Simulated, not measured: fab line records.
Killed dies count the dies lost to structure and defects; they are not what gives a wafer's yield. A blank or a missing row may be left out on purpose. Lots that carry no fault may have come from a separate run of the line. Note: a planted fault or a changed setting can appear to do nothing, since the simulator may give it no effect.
fab line records -- flow n5_finfet
record lots=3, wafers=9, last_day=17
route steps=1938 shown BEOL_M7@1299 BEOL_M8@1332 PASSIVATION@1936
lots that met no fault: taken from a fault-free run of the same line
start_h: start of the lot's first displayed wafer, in hours after the record's first day -- wait_h: time in hours since the lot's previous step -- " same as the row above -- L1.1+2: a single row standing in for several wafers -- - no value, or no start was given -- * or withheld: withheld -- < > ~ a bound
route shown NAME@n: names a module that has steps shown in the file, with the first one's number in the route -- usual: the fault-free wafers' mean and standard deviation -- same: alike in all rows -- chamber/n: place in a boat -- sites: each site's reading -- _std_site: standard deviation across them -- _edge_site: outer sites' mean less inner sites' -- radius_mm: how far each site lies from the wafer's centre -- mask NAME#n: copy n -- behind: the most recent tool/chamber to have shaped the wafer -- hold: the reason the lot was held/the length of the hold in hours/how it ended -- device: names the non-switching transistor (n, p or np) -- end of line: at the end of the route, the tests of the same wafers -- a step given without rows: its recipe and nothing more -- killed: at the first sort, the dies lost to defects and structure; wafer yield is something else -- map: shows each die of a wafer: x if killed, . if not, _ if none is there
set.NAME: the setting the step ran with; set.NAME@STEP: the setting that earlier step ran with -- model.NAME: the simulator's own value behind a step, which no gauge read
certain route steps with their lots: each step a table, each wafer a row
services: from which hour (start_h, from the record's first day; less than 0 if before it) a tool's chamber was out of use, for how many hours, and why
## steps
# step N5_BEOL_M7_DESCUM_33
# recipe chemistry=O2, time_s=7, source_power_w=50, bias_power_w=20, pressure_mtorr=20, rf_frequency_hz=2.712e+07, temp_c=40, resist=CAR-EUV, o2_flow_sccm=225
# step N5_BEOL_M7_ETCH_72
# recipe chemistry=N2/H2, target=underlayer, target_depth_a=65, mask_material=CAR-EUV, time_s=5.2, ion_energy_ev=200, pressure_mtorr=30, source_w=840, bias_w=150, n2_flow_sccm=200, h2_flow_sccm=200, ends=cleared
# step N5_BEOL_M7_ETCH_65
# recipe chemistry=CF4, target=SiARC, target_depth_a=156, mask_material=CAR-EUV, time_s=26, ion_energy_ev=80, pressure_mtorr=40, source_w=545, bias_w=36, Ar_flow_sccm=100, cf4_flow_sccm=100, ends=cleared
# step N5_BEOL_M7_ETCH_66
# recipe chemistry=N2/H2, target=SOC, target_depth_a=800, overetch_a=160, mask_material=SiARC, temp_c=40, time_s=120, ion_energy_ev=200, pressure_mtorr=30, source_w=840, bias_w=150, n2_flow_sccm=200, h2_flow_sccm=200
# step N5_BEOL_M7_STRIP_69
# recipe chemistry=N2/H2, temp_c=40, n2_flow_sccm=200, h2_flow_sccm=200, rf_frequency_hz=6e+07
# step N5_BEOL_M7_STRIP_73
# recipe chemistry=N2/H2, temp_c=40, n2_flow_sccm=200, h2_flow_sccm=200, rf_frequency_hz=6e+07
# step N5_BEOL_M7_VIA_ETCH_34
# recipe chemistry=C4F6/O2, target=SiCOH_lowk, target_depth_a=1255, mask_material=SOC, taper_deg=4, time_s=50.5, ion_energy_ev=250, pressure_mtorr=30, source_w=345, bias_w=185, Ar_flow_sccm=300, C4F6_flow_sccm=10, O2_flow_sccm=10
# step N5_BEOL_M7_STRIP_76
# recipe chemistry=C4F6/O2, resist=SiARC, rf_frequency_hz=6e+07
# step N5_BEOL_M7_STRIP_36
# recipe chemistry=N2/H2, power_w=450, temp_c=40, pressure_mtorr=20, rf_frequency_hz=6e+07, overash_fraction=0.3, bias_power_w=7, h2_frac=0.5, n2_flow_sccm=200, h2_flow_sccm=200
# step N5_BEOL_M7_TRENCH_ETCH_37
# recipe chemistry=C4F6/O2, target_depth_a=934.78, target=SiCOH_lowk, time_s=31.2, ion_energy_ev=250, pressure_mtorr=30, source_w=345, bias_w=185, Ar_flow_sccm=300, C4F6_flow_sccm=10, O2_flow_sccm=10
# usual chamber_pressure_mTorr=29.998/0.027, drypump_motor_current_A=5.5/0.4, oes_product_au=0.80/0.11, rf_fwd_power_W=341.3/1.2, rf_vpp_V=668/12, showerhead_plenum_p_Torr=2.83/0.12, throttle_valve_pct=20.93/0.25
lot.wafer,tool,chamber,start_h,wait_h,chamber_pressure_mTorr,drypump_motor_current_A,oes_product_au,rf_fwd_power_W,rf_hours_counter_h,rf_vpp_V,showerhead_plenum_p_Torr,throttle_valve_pct
L701.2,rie_diel-06,2,287.45,-,29.951,5.2,0.70,342.7,236,677,2.92,20.98
L701.3,rie_diel-06,1,287.45,-,29.976,5.7,0.73,340.9,226,667,2.73,20.99
L701.5,rie_diel-06,0,287.45,-,29.955,4.9,0.83,341.7,-,679,2.78,20.68
L708.1,rie_diel-06,1,329.14,-,29.996,5.7,0.71,341.7,241,666,2.72,21.01
L708.3,rie_diel-06,3,329.14,-,29.994,5.3,0.71,343.6,215,672,2.71,21.35
L708.6,rie_diel-06,1,329.14,-,30.027,5.6,0.71,342.0,-,668,2.72,21.02
L711.1,rie_diel-06,0,336.80,-,29.977,5.0,0.80,343.2,72,678,2.77,20.71
L711.4,rie_diel-06,3,336.80,-,30.007,5.4,0.70,340.9,-,671,2.71,21.32
L711.6,rie_diel-06,1,336.80,-,29.998,5.7,0.70,340.3,-,667,2.72,21.03
# step N5_BEOL_M7_ETCH_41
# recipe chemistry=CH3F/O2, target=SiCN, target_depth_a=319, taper_deg=2, time_s=57.8, ion_energy_ev=120, mask_material=TiN, pressure_mtorr=30, source_w=395, bias_w=75, Ar_flow_sccm=150, CH3F_flow_sccm=30, O2_flow_sccm=20
# step N5_BEOL_M7_STRIP_80
# recipe chemistry=N2/H2, time_s=10, power_w=450, temp_c=40, pressure_mtorr=20, rf_frequency_hz=6e+07, bias_power_w=7, n2_flow_sccm=200, h2_flow_sccm=200
# step N5_BEOL_M7_HM_STRIP_39
# recipe chemistry=peroxide_tin_strip, material=TiN, target_depth_a=250, temp_c=50, time_s=158
# step N5_BEOL_M7_SRD_40
# recipe time_s=30, temp_c=23, rinse_liquid=diw, dry=ipa_marangoni
# step N5_BEOL_M7_PRECLEAN_42
# recipe chemistry=residue_remover, time_s=60, temp_c=40
# step N5_BEOL_M7_SRD_43
# recipe time_s=30, temp_c=23, rinse_liquid=diw, dry=ipa_marangoni
# step N5_BEOL_M7_CURE_75
# recipe temp_c=370, time_s=120, ambient=DMADMS/He, material=SiCOH_lowk
# step N5_BEOL_M7_DEGAS_44
# recipe ambient=vacuum, temp_c=250, time_s=60
# step N5_BEOL_M7_PRE_CLEAN_45
# recipe gas=H2/He, time_s=30, temp_c=250
# step N5_BEOL_M7_ALD_77
# recipe material=TaN, target_thk_a=20, temp_c=275, ald_precursor_family=PDMAT, ald_co_reactant=NH3, pressure_torr=3, carrier_flow_sccm=1500, pulse_time_s=2, purge_time_s=3, co_reactant_purge_time_s=2, co_reactant_pulse_time_s=3, ald_cycles=40, precursor_vessel_temp_c=75, precursor_vessel_pressure_torr=26.25, precursor_vessel_carrier_sccm=1000
# step N5_BEOL_M7_SURFACE_TREAT_79
# recipe gas=Ar, time_s=*, ion_energy_ev=*, ion_current_ma_cm2=0.5, pressure_mtorr=*, ar_flow_sccm=30
# step N5_BEOL_M7_CVD_78
# recipe material=Co, target_thk_a=20, temp_c=withheld, precursor=CCTBA/H2, pressure_torr=30, time_s=142.3
# step N5_BEOL_M7_SPUTTER_48
# recipe material=Cu, target_thk_a=100, temp_c=-20, bias_v=60, power_w=26000, chamber_pressure_pa=0.13, time_s=1.667
# step N5_BEOL_M7_ECD_50
# recipe material=Cu, target_thk_a=3000
# step N5_BEOL_M7_ANNEAL_51
# recipe temp_c=225, time_s=90, ambient=N2
# step N5_BEOL_M7_CMP_52
# recipe stop_on=SiCOH_lowk, t_overpolish_s=6.9, down_force_psi=1, platen_rpm=50, clearing_platen_down_force_psi=1.5, clearing_platen_rpm=50, post_cmp_clean=cu_alkaline, target_thk_nm=80, clearing_platen_pad_velocity_m_s=0.99484, pad_velocity_m_s=0.99484
# step N5_BEOL_M7_PRE_CLEAN_55
# recipe gas=NH3, time_s=15, temp_c=withheld, rf_power_w=300
# step N5_BEOL_M7_DEP_56
# recipe material=SiCN, target_thk_a=100, temp_c=withheld, precursor=3MS/NH3, pressure_torr=3, rf_w=202, time_s=17.5
# step N5_BEOL_M8_ILD_DEP_00
# recipe material=SiCOH_lowk, target_thk_a=1797.5, temp_c=300, precursor=DEMS/porogen, pressure_torr=5, rf_w=500, time_s=33.4
# step N5_BEOL_M8_CURE_74
# recipe temp_c=385, time_s=240, ambient=He/Ar, material=SiCOH_lowk
# step N5_BEOL_M8_PECVD_70
# recipe material=SiO2, target_thk_a=200, temp_c=400, precursor=TEOS/O2, pressure_torr=5.5, rf_w=450, teos_flow_sccm=53.8, gas=O2, flow_sccm=3000, time_s=22.7
# step N5_BEOL_M8_HM_DEP_02
# recipe material=TiN, target_thk_a=200, temp_c=25, chamber_pressure_pa=0.49996
# step N5_BEOL_M8_COAT_59
# recipe resist=SOC, temp_c=250, time_s=60, spin_rpm=1500, resist_thk_nm=100
# step N5_PASSIVATION_PROBE_49
# usual defect_limited_yield=90.9/1.4, killed_at_M0_to_M3=38/11, killed_at_M4_up=13/5.9, killed_at_contacts=14/6.4, killed_at_front_end=38/11, killed_at_other=3.3/2.5, killed_dies=107/16, killed_open=70/12, killed_short=35/7.7, sort_bin_5_function=5.3/0.94, sort_bin_6_memory=3.5/0.7, sort_n_pass=1073/16, sort_yield_pct=90.9/1.4
# same gross_dies=1180, killed_at_back_side=0, sort_bin_4_leakage[%]=0, sort_bin_8_speed[%]=0
lot.wafer,tool,chamber,start_h,wait_h,defect_limited_yield[%],killed_at_M0_to_M3,killed_at_M4_up,killed_at_contacts,killed_at_front_end,killed_at_other,killed_dies,killed_open,killed_short,sort_bin_5_function[%],sort_bin_6_memory[%],sort_n_pass,sort_yield_pct[%]
L708.6,prober-01,-,414.48,0.3,89.6,48,15,18,42,0,123,83,36,6.4,3.6,1057,89.6
L711.6,prober-01,-,417.60,0.3,84.2,46,101,11,27,1,186,56,35,10.2,4.1,994,84.2
# killed by level:class
L708.6 MOL_CONTACT_COAG:geometric_particle:open=16 BEOL_M0_SAQP:geometric_particle:open=13 BEOL_M0_SAQP:geometric_particle:short=11 DUMMY_GATE:geometric_particle:open=9 FIN_SAQP:geometric_particle:short=8 FIN_SAQP:geometric_particle:open=7 BEOL_M1:geometric_particle:open=7 BEOL_M3:geometric_particle:open=6
L711.6 BEOL_M7:unspecified=92 BEOL_M0_SAQP:geometric_particle:short=14 BEOL_M1:geometric_particle:open=13 MOL_CONTACT_COAG:geometric_particle:open=8 BEOL_M0_SAQP:geometric_particle:open=7 FIN_SAQP:geometric_particle:short=5 GATE_CUT:geometric_particle:short=5 FIN_SAQP:geometric_particle:open=4
# map L711.6 (x killed, . not)
_________________....x.......________________
______________x................._____________
___________........xx...x......x...__________
__________...x.............xx......._________
________x......................x..x..._______
_______..................x....x........______
______...x........xx...x................_____
_____x...............x...................____
____................................x.....___
___.................................x....x.__
___.xx..x...x....x.......x.......x..x......__
__.......x.x.x.x..x.......................x._
__.....xxxxxxxxx..................x........._
_...x.xxxxxxxxx.x....x.x.....................
_.....xxxxxxxxxxx...........x..x.............
_....x.xxxxxxxxx.x.x......x........x.........
_..x.xxxxxxxxxx..x.....x...........xx........
_...xx..xxxxxxxxx.x.........x................
_....x.xxxxxxxxxxx.............x.............
_........xxxxx........x..........x...x....x.x
_.....xxxxx..............................x...
__..xx...x....x..x.....x..x.....x..........._
__....x......x.........x.........x......x.x._
___.....x...........x........x.............__
___..................x.....x....x........x.__
____............x......................x..___
_____....x...................x...........____
______x.............................x..._____
_______.x.....x..........x.......x.xx..______
________.....x...........x..x........._______
__________....x.x.....x............._________
___________........................__________
______________x....x.....x......_____________
_________________............________________
# map L701.3 (x killed, . not)
_________________.x.........x________________
______________.........x...x...._____________
___________x.......x.....x.........__________
__________....x.....x...x..........._________
________........x....................._______
_______.....x.............xx...........______
______..x.......x.....................xx_____
_____x....x......x......x........x.......____
____x......x.....................x........___
___..x.............x............x..........__
___............x...........x....x......x...__
__..x.....x........x...................x...._
__............x............x.....x.........x_
_................x.x........x...x.x.....x....
_...x...............x........x....x.x........
_...........x........x.......x...............
_..x..................xx.................xxx.
_..x......x...........x.......x.x....x.....x.
_.......x........x...........................
_.x...xxx.x.........xx....................x..
_.x.x....x..x..x....x........................
__....x..x.................................._
__.......x........x...........x..x..x......._
___...x........x..x...................x....__
___..xx........x....x...x........x........x__
____.......x..............................___
_____......x.............x........x......____
______x....x.x...x.......x.............._____
_______....x.x.......x..x..............______
________..x.x......x..x......x..x...xx_______
__________x...x..........x....x....._________
___________.x............x.x..x....__________
______________.....x.....x......_____________
_________________...........x________________
## services
tool,chamber,start_h,hours,kind
rie_diel-06,2,324.33,-,clean
rie_diel-06,2,324.33,-,consumable_replace:focus_ring
rie_diel-06,3,331.95,2.6,repair
## key
first_sign step=N5_PASSIVATION_PROBE_49, reading=killed_at_M4_up, direction=up, sigmas=15, usual=13, struck=101
effect step=N5_PASSIVATION_PROBE_49, reading=killed_dies, direction=up, sigmas=4.8, usual=107, struck=186
more_kills_born_at N5_BEOL_M7_TRENCH_ETCH_37@rie_diel-06=92
met_at N5_BEOL_M7_TRENCH_ETCH_37
struck_wafers L711.6
onset_between 329.14 336.80
fault kind=chamber_particle_source, tool=rie_diel-06, chamber=1, onset_h=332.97, steps=N5_BEOL_M7_TRENCH_ETCH_37, rate_per_visit_cm2=0.48443, end_h=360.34
